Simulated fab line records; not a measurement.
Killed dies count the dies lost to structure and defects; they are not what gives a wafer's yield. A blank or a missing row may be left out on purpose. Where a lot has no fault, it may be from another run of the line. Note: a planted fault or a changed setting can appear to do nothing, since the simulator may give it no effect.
fab line records	flow n5_finfet	part 2 of 2: steps 5 to 6 of 6
record: lots: 24	wafers: 72	last_day: 18
route steps=1938 shown BEOL_M9@1467 BEOL_M10@1474
lots untouched by any fault: they come from a run of this same line in which no faults occurred
start_h: start of the lot's first displayed wafer, in hours after the record's first day	wait_h: hours since the lot's step before	" the same as in the row above	L1.1+2: one row covering several wafers at once	- no value, or no start given	* or withheld: withheld	< > ~ a bound
route shown NAME@n: a module of which the file shows steps, and the number in the route of the first	usual: mean and standard deviation over wafers with no fault	same: alike in all rows	chamber/n: place in a boat	sites: each site's reading	_std_site: the values' standard deviation	_edge_site: outer sites' mean less inner sites'	radius_mm: for every site, how far away it sits from the centre of the wafer	mask NAME#n: copy n	behind: the most recent tool/chamber to have shaped the wafer	hold: cause of the lot's hold/its duration in hours/its outcome	device: transistor that didn't switch, given as n, p or np	end of line: at the end of the route, the tests of the same wafers	a step without rows: its recipe alone	killed: the dies lost at the first sort to structure and to defects; this is not the yield of the wafer	map: a wafer's dies, marking killed ones x, the rest . and places with no die _
set.NAME: setting as actually run; set.NAME@STEP: the setting as run at that earlier step	model.NAME: the simulator's own value behind a step, which no gauge read
one table for each step of the route and one row for each wafer, over a sample of lots
services: when a tool's chamber went out of use (start_h, in hours from the record's first day, below 0 if earlier), for how many hours, and the reason
== steps ==
step: N5_BEOL_M10_TRENCH_ETCH_37
recipe: chemistry: C4F6/O2	target_depth_a: 1488.3	target: SiCOH_lowk	time_s: 48	ion_energy_ev: 250	pressure_mtorr: 30	source_w: 345	bias_w: 185	Ar_flow_sccm: 300	C4F6_flow_sccm: 10	O2_flow_sccm: 10
usual: drypump_motor_current_A: 5.6/0.46	mfc_ar_sccm: 300.0/0.85	oes_product_au: 0.80/0.095	rf_vpp_V: 671/18	showerhead_plenum_p_Torr: 2.84/0.13	throttle_valve_pct: 20.92/0.27
lot.wafer	tool	chamber	start_h	wait_h	drypump_motor_current_A	mfc_ar_sccm	oes_product_au	rf_hours_counter_h	rf_vpp_V	showerhead_plenum_p_Torr	throttle_valve_pct
L074.2	rie_diel-05	3	-	-	5.9	299.8	0.81	120	669	2.99	20.88
L074.3	"	1	"	"	6.5	299.8	0.94	10	718	2.99	20.77
L074.5	"	0	"	"	5.8	300.2	0.90	-	675	2.75	20.51
L076.1	rie_diel-03	2	-	-	5.1	299.2	0.78	141	677	2.75	20.99
L076.2	"	3	"	"	5.3	299.9	0.70	224	661	2.79	20.86
L076.5	"	2	"	"	5.1	300.6	0.78	-	676	2.75	21.00
L075.3	rie_diel-04	1	-	-	4.9	298.9	0.69	206	692	2.72	21.13
L075.5	"	3	"	"	5.3	299.6	0.98	-	678	3.04	20.79
L075.6	"	2	"	"	6.2	301.1	0.68	-	635	2.69	21.26
L077.3	rie_diel-04	0	-	-	5.5	300.8	0.92	35	655	2.88	20.44
L077.4	"	1	"	"	4.9	300.6	0.69	209	693	2.72	21.14
L077.6	"	0	"	"	5.5	300.7	0.93	-	654	2.88	20.45
L078.1	rie_diel-03	1	-	-	6.1	300.7	0.75	153	665	2.76	21.39
L078.3	"	0	"	"	5.5	299.8	0.87	63	667	3.03	20.80
L078.5	"	1	"	"	6.1	300.0	0.75	-	663	2.76	21.42
L079.4	rie_diel-04	2	-	-	6.2	300.6	0.66	242	635	2.69	21.28
L079.5	"	2	"	"	6.2	300.9	0.67	-	634	2.69	21.27
L079.6	"	1	"	"	4.9	300.6	0.69	-	692	2.71	21.14
L081.1	rie_diel-03	3	-	-	5.4	299.7	0.70	231	662	2.78	20.87
L081.2	"	0	"	"	5.5	300.2	0.85	68	667	3.02	20.82
L081.6	"	0	"	"	5.5	299.0	0.86	-	668	3.02	20.80
L080.2	rie_diel-03	3	-	-	5.4	298.2	0.70	233	662	2.78	20.88
L080.3	"	0	"	"	5.5	300.8	0.86	70	665	3.02	20.81
L080.4	"	2	"	"	5.2	300.4	0.78	-	675	2.75	21.03
L083.4	rie_diel-04	3	-	-	5.3	299.6	0.93	23	677	3.04	20.82
L083.5	"	2	"	"	6.1	300.6	0.65	-	634	2.69	21.28
L083.6	"	1	"	"	4.9	299.5	0.68	-	693	2.71	21.15
L084.4	rie_diel-05	3	-	-	6.0	301.0	0.78	135	668	2.98	20.89
L084.5	"	2	"	"	6.3	299.4	0.71	-	672	2.71	20.80
L084.6	"	1	"	"	6.5	300.1	0.90	-	717	2.98	20.79
L082.1	rie_diel-04	3	-	-	5.3	299.6	0.93	29	676	3.03	20.81
L082.4	"	3	"	"	5.3	300.4	0.92	-	677	3.03	20.82
L082.6	"	0	"	"	5.5	300.8	0.90	-	655	2.87	20.47
L085.1	rie_diel-04	3	-	-	5.3	300.9	0.92	32	677	3.03	20.82
L085.4	"	0	"	"	5.5	300.8	0.90	-	656	2.87	20.47
L085.5	"	3	"	"	5.3	299.9	0.93	-	679	3.03	20.83
L086.2	rie_diel-03	1	-	-	6.0	300.2	0.73	170	663	2.75	21.42
L086.3	"	0	"	"	5.5	300.1	0.85	79	667	3.02	20.83
L086.6	"	0	"	"	5.5	299.2	0.84	-	667	3.02	20.82
L087.2	rie_diel-05	2	-	-	6.2	299.7	0.70	224	673	2.71	20.80
L087.4	"	3	"	"	6.0	300.0	0.78	141	667	2.98	20.90
L087.5	"	1	"	"	6.5	301.0	0.89	-	716	2.98	20.80
L088.1	rie_diel-05	1	-	-	6.5	299.1	0.89	38	717	2.98	20.83
L088.2	"	2	"	"	6.3	300.7	0.70	228	672	2.70	20.80
L088.4	"	3	"	"	6.0	299.1	0.77	148	665	2.98	20.91
L090.1	rie_diel-03	0	-	-	5.5	299.4	0.82	89	665	3.01	20.83
L090.4	"	2	"	"	5.2	300.8	0.75	-	676	2.74	21.06
L090.5	"	1	"	"	6.0	298.1	0.74	-	664	2.75	21.43
L089.2	rie_diel-04	3	-	-	5.3	299.2	0.88	47	677	3.02	20.84
L089.4	"	2	"	"	6.1	299.2	0.94	-	645	3.02	20.91
L089.5	"	3	"	"	5.3	298.8	0.88	-	677	3.02	20.85
L091.2	rie_diel-03	1	-	-	6.0	299.0	0.73	188	663	2.74	21.44
L091.3	"	2	"	"	5.2	298.5	0.75	183	675	2.73	21.08
L091.5	"	2	"	"	5.2	299.7	0.76	-	675	2.73	21.06
L093.1	rie_diel-04	0	-	-	5.5	299.8	0.88	67	654	2.86	20.50
L093.2	"	3	"	"	5.3	301.5	0.88	58	677	3.02	20.87
L093.3	"	2	"	"	6.2	300.3	0.92	14	644	3.02	20.92
L094.2	rie_diel-03	3	-	-	5.4	299.2	0.96	3	661	2.78	20.61
L094.4	"	2	"	"	5.2	300.5	0.74	185	676	2.73	21.06
L094.5	"	0	"	"	5.5	300.8	0.81	-	668	3.01	20.84
L092.2	rie_diel-05	0	-	-	5.8	301.0	0.84	68	673	2.73	20.59
L092.4	"	3	"	"	5.9	300.6	0.76	158	667	2.97	20.93
L092.6	"	0	"	"	5.8	298.8	0.83	-	675	2.73	20.57
L095.2	rie_diel-03	1	-	-	6.0	300.5	0.73	192	664	2.74	21.46
L095.3	"	3	"	"	5.4	301.2	0.96	5	660	2.77	20.61
L095.4	"	0	"	"	5.5	299.8	0.83	100	667	3.01	20.85
L096.2	rie_diel-03	0	-	-	5.5	300.8	0.81	105	666	3.01	20.86
L096.3	"	3	"	"	5.4	299.2	0.94	10	660	2.77	20.60
L096.6	"	1	"	"	6.0	300.8	0.72	-	664	2.74	21.46
L097.2	rie_diel-05	0	-	-	5.8	299.8	0.83	77	675	2.73	20.59
L097.4	"	3	"	"	5.9	301.0	0.75	166	668	2.97	20.94
L097.6	"	2	"	"	6.3	300.8	0.69	-	671	2.70	20.85
step: N5_BEOL_M10_STRIP_77
recipe: chemistry: N2/H2	time_s: 10	power_w: 450	temp_c: 40	pressure_mtorr: 20	rf_frequency_hz: 6e+07	bias_power_w: 7	n2_flow_sccm: 200	h2_flow_sccm: 200
usual: drypump_motor_current_A: 5.6/0.46	oes_product_au: 0.80/0.093	rf_vpp_V: 59.0/0.85	showerhead_plenum_p_Torr: 2.53/0.12	throttle_valve_pct: 23.54/0.19
lot.wafer	tool	chamber	start_h	wait_h	drypump_motor_current_A	oes_product_au	rf_hours_counter_h	rf_vpp_V	showerhead_plenum_p_Torr	throttle_valve_pct
L074.2	rie_diel-05	3	-	-	5.9	0.80	120	58.2	2.69	23.78
L074.3	"	1	"	"	6.5	0.94	10	59.6	2.69	23.20
L074.5	"	0	"	"	5.8	0.91	-	58.9	2.46	23.47
L076.1	rie_diel-03	2	-	-	5.2	0.78	141	58.1	2.44	23.53
L076.2	"	3	"	"	5.3	0.69	224	58.6	2.51	23.64
L076.5	"	2	"	"	5.2	0.78	-	59.1	2.44	23.50
L075.3	rie_diel-04	1	-	-	4.9	0.70	206	58.2	2.42	23.64
L075.5	"	3	"	"	5.3	0.97	-	59.2	2.69	23.36
L075.6	"	2	"	"	6.2	0.68	-	60.5	2.40	24.08
L077.3	rie_diel-04	0	-	-	5.5	0.92	35	59.3	2.59	23.53
L077.4	"	1	"	"	4.9	0.69	209	58.4	2.42	23.65
L077.6	"	0	"	"	5.5	0.92	-	58.5	2.59	23.51
L078.1	rie_diel-03	1	-	-	6.0	0.75	153	59.2	2.40	23.53
L078.3	"	0	"	"	5.5	0.85	63	60.5	2.68	23.31
L078.5	"	1	"	"	6.0	0.75	-	60.0	2.40	23.52
L079.4	rie_diel-04	2	-	-	6.2	0.67	242	58.8	2.39	24.10
L079.5	"	2	"	"	6.2	0.68	-	58.8	2.39	24.08
L079.6	"	1	"	"	4.9	0.69	-	57.8	2.41	23.65
L081.1	rie_diel-03	3	-	-	5.4	0.69	231	58.3	2.51	23.63
L081.2	"	0	"	"	5.5	0.84	68	60.1	2.68	23.33
L081.6	"	0	"	"	5.5	0.85	-	58.8	2.68	23.33
L080.2	rie_diel-03	3	-	-	5.3	0.69	233	58.2	2.51	23.63
L080.3	"	0	"	"	5.5	0.85	70	61.0	2.68	23.34
L080.4	"	2	"	"	5.2	0.77	-	59.1	2.43	23.51
L083.4	rie_diel-04	3	-	-	5.3	0.93	23	59.4	2.69	23.36
L083.5	"	2	"	"	6.2	0.67	-	58.9	2.39	24.10
L083.6	"	1	"	"	4.9	0.69	-	60.1	2.41	23.66
L084.4	rie_diel-05	3	-	-	6.0	0.78	135	59.9	2.68	23.79
L084.5	"	2	"	"	6.2	0.71	-	57.9	2.43	23.56
L084.6	"	1	"	"	6.5	0.90	-	58.9	2.68	23.23
L082.1	rie_diel-04	3	-	-	5.4	0.92	29	59.3	2.69	23.37
L082.4	"	3	"	"	5.3	0.92	-	60.0	2.69	23.38
L082.6	"	0	"	"	5.5	0.89	-	59.7	2.58	23.52
L085.1	rie_diel-04	3	-	-	5.3	0.91	32	59.9	2.69	23.37
L085.4	"	0	"	"	5.5	0.89	-	59.2	2.58	23.54
L085.5	"	3	"	"	5.4	0.91	-	59.2	2.69	23.38
L086.2	rie_diel-03	1	-	-	6.0	0.73	170	58.0	2.40	23.54
L086.3	"	0	"	"	5.5	0.84	79	59.8	2.67	23.33
L086.6	"	0	"	"	5.5	0.83	-	59.4	2.67	23.35
L087.2	rie_diel-05	2	-	-	6.3	0.72	224	58.2	2.43	23.56
L087.4	"	3	"	"	5.9	0.79	141	60.0	2.68	23.81
L087.5	"	1	"	"	6.5	0.89	-	58.9	2.68	23.25
L088.1	rie_diel-05	1	-	-	6.5	0.87	38	59.7	2.67	23.23
L088.2	"	2	"	"	6.3	0.71	228	57.3	2.43	23.57
L088.4	"	3	"	"	5.9	0.77	148	59.4	2.67	23.82
L090.1	rie_diel-03	0	-	-	5.5	0.82	89	59.9	2.67	23.35
L090.4	"	2	"	"	5.2	0.74	-	56.9	2.42	23.54
L090.5	"	1	"	"	6.0	0.73	-	59.0	2.39	23.56
L089.2	rie_diel-04	3	-	-	5.3	0.89	47	60.5	2.68	23.42
L089.4	"	2	"	"	6.1	0.94	-	59.1	2.71	23.68
L089.5	"	3	"	"	5.3	0.89	-	57.7	2.68	23.40
L091.2	rie_diel-03	1	-	-	6.1	0.72	188	58.9	2.39	23.57
L091.3	"	2	"	"	5.2	0.74	183	59.8	2.42	23.55
L091.5	"	2	"	"	5.1	0.73	-	58.7	2.42	23.57
L093.1	rie_diel-04	0	-	-	5.5	0.87	67	59.2	2.58	23.57
L093.2	"	3	"	"	5.3	0.88	58	57.9	2.67	23.42
L093.3	"	2	"	"	6.2	0.92	14	59.9	2.70	23.67
L094.2	rie_diel-03	3	-	-	5.4	0.95	3	57.6	2.50	23.43
L094.4	"	2	"	"	5.2	0.75	185	60.3	2.42	23.58
L094.5	"	0	"	"	5.5	0.81	-	58.1	2.66	23.36
L092.2	rie_diel-05	0	-	-	5.8	0.84	68	58.8	2.45	23.52
L092.4	"	3	"	"	6.0	0.76	158	59.8	2.67	23.82
L092.6	"	0	"	"	5.8	0.84	-	58.9	2.45	23.53
L095.2	rie_diel-03	1	-	-	6.0	0.73	192	58.4	2.39	23.58
L095.3	"	3	"	"	5.4	0.95	5	60.1	2.50	23.42
L095.4	"	0	"	"	5.5	0.81	100	59.4	2.66	23.37
L096.2	rie_diel-03	0	-	-	5.5	0.80	105	58.6	2.66	23.38
L096.3	"	3	"	"	5.3	0.93	10	59.0	2.50	23.45
L096.6	"	1	"	"	6.0	0.72	-	58.7	2.38	23.58
L097.2	rie_diel-05	0	-	-	5.8	0.83	77	58.4	2.45	23.51
L097.4	"	3	"	"	6.0	0.75	166	58.7	2.67	23.82
L097.6	"	2	"	"	6.3	0.70	-	58.5	2.42	23.61
== services ==
tool	chamber	start_h	hours	kind
rie_diel-04	2	201.91	1.7	repair
pecvd-02	-	212.03	0.5	repair
pecvd-01	2	212.05	5.7	repair
rie_diel-05	3	236.18	4.1	repair
pecvd-02	-	241.03	1.7	repair
rie_diel-03	1	247.14	7.8	repair
pecvd-03	1	260.96	144.4	repair
pecvd-02	0	265.03	22.1	repair
pecvd-02	-	265.85	0.7	repair
rie_diel-04	2	268.75	-	clean
rie_diel-04	2	268.75	-	consumable_replace:focus_ring
rie_diel-04	2	268.75	-	consumable_replace:showerhead
rie_diel-04	2	268.75	31.2	scheduled_down
rie_diel-04	2	268.75	31.2	vent_cycle
pecvd-02	-	285.58	0.6	repair
rie_diel-05	2	293.13	6.3	repair
rie_diel-03	3	297.06	-	clean
rie_diel-03	3	297.06	-	consumable_replace:focus_ring
rie_diel-03	3	297.06	31.2	scheduled_down
rie_diel-03	3	297.06	31.2	vent_cycle
rie_diel-04	0	302.16	21.8	repair
rie_diel-04	-	322.52	0.7	repair
rie_diel-04	1	332.38	-	clean
rie_diel-04	1	332.38	-	consumable_replace:focus_ring
